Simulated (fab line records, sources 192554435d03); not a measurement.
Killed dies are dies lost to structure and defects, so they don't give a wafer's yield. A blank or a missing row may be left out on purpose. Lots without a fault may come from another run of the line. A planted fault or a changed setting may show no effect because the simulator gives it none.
One fault seen from 2 desks | flow n5_finfet | each desk has only its own numbers; what lay behind them comes last

THE TOOL OWNER'S DESK: pvd_sputter-03
The tool's own readings at N5_BEOL_M11_SPUTTER_48 (material Cu, target thk 12 nm, time 2 s): means of the sampled wafers that have a number, for each lot that ran on this tool. A lot is out of limits, marked OUT, if its mean lies more than 4 standard deviations from the usual mean; the brackets give that distance.
Columns: A = substrate_temp_c at N5_BEOL_M11_SPUTTER_48, usual -19.99 C; B = throttle_valve_pct at N5_BEOL_M11_SPUTTER_48, usual 29.8 %
lot  | first seen here | A      | B
L960 | day 11 21:17    | -19.93 | 29.9
L961 | day 12 07:36    | -19.97 | 30.3
L964 | day 12 20:22    | -19.95 | 30.2
L965 | day 13 17:40    | -19.90 | 29.9
L976 | day 16 20:34    | -19.94 | 29.6
This desk's finding: nothing out of limits on any of the 5 lots.

THE METROLOGY DESK
What the gauges read, lot by lot, whatever tool the lot ran on: means of the sampled wafers that have a number. A lot is out of limits, marked OUT, if its mean lies more than 4 standard deviations from the usual mean; the brackets give that distance.
Columns: A = PASS_OPEN_OVL at N5_PASSIVATION_OVL_MEAS_66, usual 2 nm
lot  | first seen here | A
L954 | day 11 21:10    | 5
L956 | day 12 17:25    | 6
L958 | day 12 23:22    | -4
L960 | day 13 10:37    | 8
L961 | day 13 18:47    | 5
L964 | day 14 10:38    | 4
L965 | day 15 09:28    | 3
L971 | day 16 23:42    | -2
L974 | day 17 19:28    | 8
L976 | day 18 11:33    | 14
L977 | day 18 22:06    | 9
This desk's finding: nothing out of limits on any of the 11 lots.

PUT TOGETHER
The tool owner's desk saw nothing out of limits.
The metrology desk saw nothing out of limits.

WHAT THE SIMULATOR HAD PUT IN
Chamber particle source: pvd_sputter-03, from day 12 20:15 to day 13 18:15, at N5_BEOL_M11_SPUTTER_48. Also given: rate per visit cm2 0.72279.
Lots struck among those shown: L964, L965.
